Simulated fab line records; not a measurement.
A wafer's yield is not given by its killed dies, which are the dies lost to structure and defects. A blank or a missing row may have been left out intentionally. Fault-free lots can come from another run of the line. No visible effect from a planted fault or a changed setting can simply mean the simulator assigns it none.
Lot-split experiment    flow n5 finfet    on a route of 1938 steps: 7 lots, 21 wafers read

== THE SPLIT ITSELF ==
At N5_BEOL_M6_ETCH_66 (etches SOC in N2/H2, target depth 80 nm, overetch 16 nm, time 120 s), the setting bias w was moved away from the recipe's 150 W on 7 of the 21 wafers read, by -17.3% to +17.2%. The other wafers ran this setting at the recipe's value.

Reading taken at the split's own step.

== THE READING ==
rf vpp V, in V, at N5_BEOL_M6_ETCH_66 (etches SOC in N2/H2, target depth 80 nm, overetch 16 nm, time 120 s). Fault-free wafers of this fab line usually give 524 V, standard deviation 3.2 V.

wafer   tool, chamber at the split  bias w as run, W  against the recipe  rf vpp V, V  against lot-mates on the recipe
L074.1  rie diel-05, 0              150               recipe              519          -
L074.2  rie diel-05, 2              175.8             +17.2%              575          +56
L074.3  rie diel-05, 1              175.8             +17.2%              583          +64
L077.3  rie diel-01, 3              150               recipe              523          -
L077.4  rie diel-01, 1              150               recipe              524          -
L077.5  rie diel-01, 0              150               recipe              525          -
L078.2  rie diel-01, 0              124               -17.3%              466          -60
L078.4  rie diel-01, 2              150               recipe              528          -
L078.5  rie diel-01, 3              150               recipe              523          -
L081.3  rie diel-01, 2              150               recipe              525          -
L081.4  rie diel-01, 0              137.2             -8.5%               495          -30
L081.5  rie diel-01, 2              137.2             -8.5%               497          -28
L084.1  rie diel-05, 0              150               recipe              518          -
L084.4  rie diel-05, 3              150               recipe              523          -
L084.5  rie diel-05, 2              150               recipe              530          -
L087.1  rie diel-05, 0              150               recipe              518          -
L087.3  rie diel-05, 2              126.4             -15.7%              474          -47
L087.4  rie diel-05, 3              150               recipe              524          -
L094.3  rie diel-05, 3              150               recipe              520          -
L094.4  rie diel-05, 2              141.2             -5.9%               509          -12
L094.6  rie diel-05, 3              150               recipe              523          -

FIT RESULTS
A straight line over all 21 wafers: rf vpp V changes by +3.21 V for each +1% of bias w; r = +0.99; the points scatter about the line by 3.4 V.
The same after taking each lot's own level away (the mean of its wafers on the recipe; 21 wafers): +3.35 V for each +1%; r = +0.99; scatter 3.5 V.
That fit puts the effect of the largest move of bias w on the reading at 58 V.
The span of the lots' own levels, 519.0 to 525.5 V, comes to 2.0 times the standard deviation stated above.
Hence the lot-to-lot level has little effect on the slope; both slopes agree.
Check: with one of the wafers moved furthest among these (-17.3%) left out of the fit, the line predicts -56.6 V for it against its lot-mates. Against them it came out at -59.5 V.
Tool readings at the split's step, against how far the setting was moved: rf vpp V r = +0.99.

== THE OTHER SPLITS THESE WAFERS WENT THROUGH ==
Note: prior to the reading, these wafers also went through further splits. Each is held against what the fit with the lots' levels taken away leaves over:
other split on the same wafers  wafers away from the commonest value  r with rf vpp V (lot level and that fit taken away)
N5_BEOL_M4_ILD_DEP_00 time s    6                                     -0.17
N5_BEOL_M5_ILD_DEP_00 time s    6                                     +0.03
N5_BEOL_M5_EXPOSE_08 dose mj    5                                     +0.14

== THE WHOLE CHAIN: every reading that the file lists as answering this split, in the file's order ==
step                what it does                                                         reading                                                                           change (the file's fit)                 r (the file's)
N5_BEOL_M6_ETCH_66  etches SOC in N2/H2, target depth 80 nm, overetch 16 nm, time 120 s  rf vpp V                                                                          +3.27 V for each +1% of the setting     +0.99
N5_BEOL_M6_ETCH_66  etches SOC in N2/H2, target depth 80 nm, overetch 16 nm, time 120 s  SiARC_of_BEOL_M6_COAT_64.thk nm (the simulator's own value, which no gauge read)  -0.0667 nm for each +1% of the setting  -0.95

== FILE'S OWN FIT ==
rf vpp V changes by +3.27 V for each +1% of bias w, r = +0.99.
